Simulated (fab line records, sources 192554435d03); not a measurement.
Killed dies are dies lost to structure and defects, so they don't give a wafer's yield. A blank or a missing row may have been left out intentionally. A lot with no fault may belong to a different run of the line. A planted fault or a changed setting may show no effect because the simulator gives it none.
Which of the tools did it? ; flow n5_finfet ; 10 lots with 30 wafers sampled at 5 steps, on a route of 1938 steps

WHAT THE GAUGES SHOWED, per wafer
N5_BEOL_M13_OCD_MEAS_35. Usual: trench_depth_nm at 412 nm, with a standard deviation of 5.2.
lot;measured;on;trench_depth_nm (nm);flag
L800;day 11 05:54;ocd-02;405 409 407;
L802;day 11 06:42;ocd-01;422 411 416;
L799;day 11 06:53;ocd-02;414 415 416;
L805;day 12 07:10;ocd-01;408 419 411;
L807;day 12 15:14;ocd-02;421 415 420;
L812;day 14 03:23;ocd-01;412 409 404;
L814;day 14 11:55;ocd-02;407 415 414;
L820;day 16 15:23;ocd-01;409 407 408;
L821;day 16 16:47;ocd-02;414 411 415;
L822;day 16 19:50;ocd-02;420 424 411;

N5_BEOL_M14_THK_MEAS_01. Usual: M14_ILD_THK typically reads 1111 nm, with standard deviation 13.
lot;measured;on;M14_ILD_THK (nm);flag
L800;day 11 14:00;film_metro-02;1122 1093 1104;
L802;day 11 14:44;film_metro-01;1113 1099 1110;
L799;day 11 14:59;film_metro-02;1094 1119 1116;
L805;day 12 09:20;film_metro-01;1102 1120 1118;
L807;day 12 18:20;film_metro-01;1116 1102 1127;
L812;day 14 09:19;film_metro-01;1102 1128 968;OFF
L814;day 14 15:48;film_metro-02;1107 955 1129;OFF
L820;day 16 18:16;film_metro-01;1096 1117 1120;
L821;day 16 18:56;film_metro-02;1102 1114 1104;
L822;day 16 23:14;film_metro-02;1109 1118 1110;

WHAT TOOL EACH LOT RAN ON (gives the tool, then ch and the chambers of the sampled wafers, and finally the start)
lot;N5_BEOL_M13_DESCUM_33;N5_BEOL_M13_DEP_53;N5_BEOL_M14_ILD_DEP_00
L800;rie_diel-03 ch 1,2, day 11 05:19;pecvd-02 ch 0,1,2, day 11 13:36;pecvd-03 ch 0,1, day 11 13:49
L802;rie_diel-01 ch 0,1,3, day 11 06:07;pecvd-04 ch 0,1,2, day 11 14:22;pecvd-03 ch 0,1, day 11 14:33
L799;rie_diel-03 ch 1,2, day 11 06:19;pecvd-02 ch 0,1,2, day 11 14:40;pecvd-01 ch 0,1,2, day 11 14:48
L805;rie_diel-03 ch 2,3, day 12 06:36;pecvd-02 ch 0,1, day 12 09:01;pecvd-04 ch 1,2, day 12 09:09
L807;rie_diel-06 ch 0,1, day 12 14:39;pecvd-04 ch 0,1, day 12 18:01;pecvd-04 ch 0,1, day 12 18:08
L812;rie_diel-03 ch 1,2,3, day 14 02:49;pecvd-04 ch 0,1,2, day 14 08:59;pecvd-03 ch 1,2, day 14 09:07
L814;rie_diel-06 ch 0,1,2, day 14 11:20;pecvd-04 ch 0,1, day 14 15:29;pecvd-03 ch 1,2, day 14 15:37
L820;rie_diel-03 ch 0,1, day 16 14:48;pecvd-03 ch 0,1, day 16 17:57;pecvd-04 ch 0,1, day 16 18:05
L821;rie_diel-03 ch 1,2, day 16 16:12;pecvd-02 ch 0,1,2, day 16 18:37;pecvd-01 ch 0,1,2, day 16 18:44
L822;rie_diel-01 ch 0,1,2, day 16 19:15;pecvd-02 ch 0,1,2, day 16 22:56;pecvd-04 ch 0,1,2, day 16 23:07
- N5_BEOL_M13_DESCUM_33: chemistry O2, time 7.9 s.
- N5_BEOL_M13_DEP_53: deposits SiCN from 3MS/NH3, target thk 50 nm, time 17.8 s.
- N5_BEOL_M14_ILD_DEP_00: deposits SiO2 from TEOS/O2, target thk 1119.3 nm, time 237.4 s.

WHAT THE TOOLS THEMSELVES READ (means of the sampled wafers that have a number; where no wafer has one, the mark that the record gives instead)
N5_BEOL_M13_DESCUM_33. Usual: value, then standard deviation, for each; drypump_motor_current_A 5.8 A / 0.45; oes_product_au 0.77 a.u. / 0.08; rf_fwd_power_W 49.29 W / 0.24; rf_vpp_V 243.9 V / 1.2; showerhead_plenum_p_Torr 2.14 Torr / 0.055; temp_c 40.00 C / 0.11; throttle_valve_pct 20.38 % / 0.25.
lot;tool;drypump_motor_current_A (A);oes_product_au (a.u.);rf_fwd_power_W (W);rf_vpp_V (V);showerhead_plenum_p_Torr (Torr);temp_c (C);throttle_valve_pct (%);flag
L800;rie_diel-03;6.0;0.72;49.46;244.1;2.16;39.98;20.54;
L802;rie_diel-01;5.8;0.81;49.35;244.3;2.13;40.03;20.28;
L799;rie_diel-03;6.0;0.71;49.44;244.2;2.16;40.16;20.53;
L805;rie_diel-03;5.9;0.76;49.32;245.0;2.15;39.99;20.47;
L807;rie_diel-06;5.6;0.86;48.99;243.9;2.16;39.92;20.22;
L812;rie_diel-03;5.9;0.76;49.38;244.6;2.15;39.88;20.52;
L814;rie_diel-06;5.8;0.78;49.31;243.0;2.11;40.03;20.50;
L820;rie_diel-03;5.5;0.69;49.20;243.9;2.16;39.98;20.38;
L821;rie_diel-03;6.0;0.87;49.66;244.5;2.15;40.02;20.33;
L822;rie_diel-01;5.7;0.80;49.51;244.2;2.16;40.01;20.37;

N5_BEOL_M13_DEP_53. Usual: rf_fwd_power_W 667.2 W, standard deviation 2.9; showerhead_plenum_p_Torr 4.169 Torr, standard deviation 0.014; throttle_valve_pct 18.4 %, standard deviation 1.5.
lot;tool;rf_fwd_power_W (W);showerhead_plenum_p_Torr (Torr);throttle_valve_pct (%);flag
L800;pecvd-02;667.2;4.175;18.4;
L802;pecvd-04;668.1;4.164;18.1;
L799;pecvd-02;669.8;4.178;18.5;
L805;pecvd-02;665.9;4.175;18.8;
L807;pecvd-04;664.7;4.169;19.0;
L812;pecvd-04;666.4;4.175;18.2;
L814;pecvd-04;663.6;4.174;19.0;
L820;pecvd-03;667.9;4.165;19.5;
L821;pecvd-02;668.7;4.175;18.6;
L822;pecvd-02;667.4;4.169;18.5;

N5_BEOL_M14_ILD_DEP_00. Usual: heater_power_w 570 W, standard deviation 100; rf_fwd_power_W 897.3 W, standard deviation 2.4; run_length_s 280.4 s, standard deviation 0.44; showerhead_plenum_p_Torr 8.356 Torr, standard deviation 0.023; throttle_valve_pct 18.6 %, standard deviation 1.2.
lot;tool;heater_power_w (W);rf_fwd_power_W (W);run_length_s (s);showerhead_plenum_p_Torr (Torr);throttle_valve_pct (%);flag
L800;pecvd-03;428;895.5;280.3;8.361;19.6;
L802;pecvd-03;495;897.3;280.5;8.368;20.0;
L799;pecvd-01;549;897.4;280.8;8.364;17.7;
L805;pecvd-04;607;897.2;280.1;8.341;18.0;
L807;pecvd-04;513;899.5;280.4;8.379;19.4;
L812;pecvd-03;710;896.0;268.4;8.350;18.7;OFF
L814;pecvd-03;711;895.3;268.4;8.358;18.6;OFF
L820;pecvd-04;564;896.8;280.4;8.347;19.7;
L821;pecvd-01;612;897.9;280.7;8.359;17.7;
L822;pecvd-04;624;898.3;280.2;8.352;18.8;

THE ANSWER, worked out from the rows above alone
Rule: a lot counts as off when the mean over its wafers that have a number is more than 3 standard deviations away from the usual mean. Also off: a lot with no number at a reading for which 4 or more lots have one. Where the step has rows for the other lots, those lots are counted as sound. First the gauges in route order, then the tools' own readings, where a lot's mean is used as printed above. At the first step where some lot is off, the reading lying furthest off is the one used; lots without a number count as furthest.
Off: L812, L814, seen at N5_BEOL_M14_THK_MEAS_01 (M14_ILD_THK).
If a tool, at a process step before that reading, ran all the lots that are off and no sound lot after the first of them, it fits. The gauges at N5_BEOL_M14_THK_MEAS_01 aren't tried: what is off there is off at N5_BEOL_M14_ILD_DEP_00 too, on other tools, and a gauge's error can't cause that. Can't be told from this: 2 tools fit, pecvd-04 at N5_BEOL_M13_DEP_53, pecvd-03 at N5_BEOL_M14_ILD_DEP_00.

WHAT THE SIMULATOR PUT IN
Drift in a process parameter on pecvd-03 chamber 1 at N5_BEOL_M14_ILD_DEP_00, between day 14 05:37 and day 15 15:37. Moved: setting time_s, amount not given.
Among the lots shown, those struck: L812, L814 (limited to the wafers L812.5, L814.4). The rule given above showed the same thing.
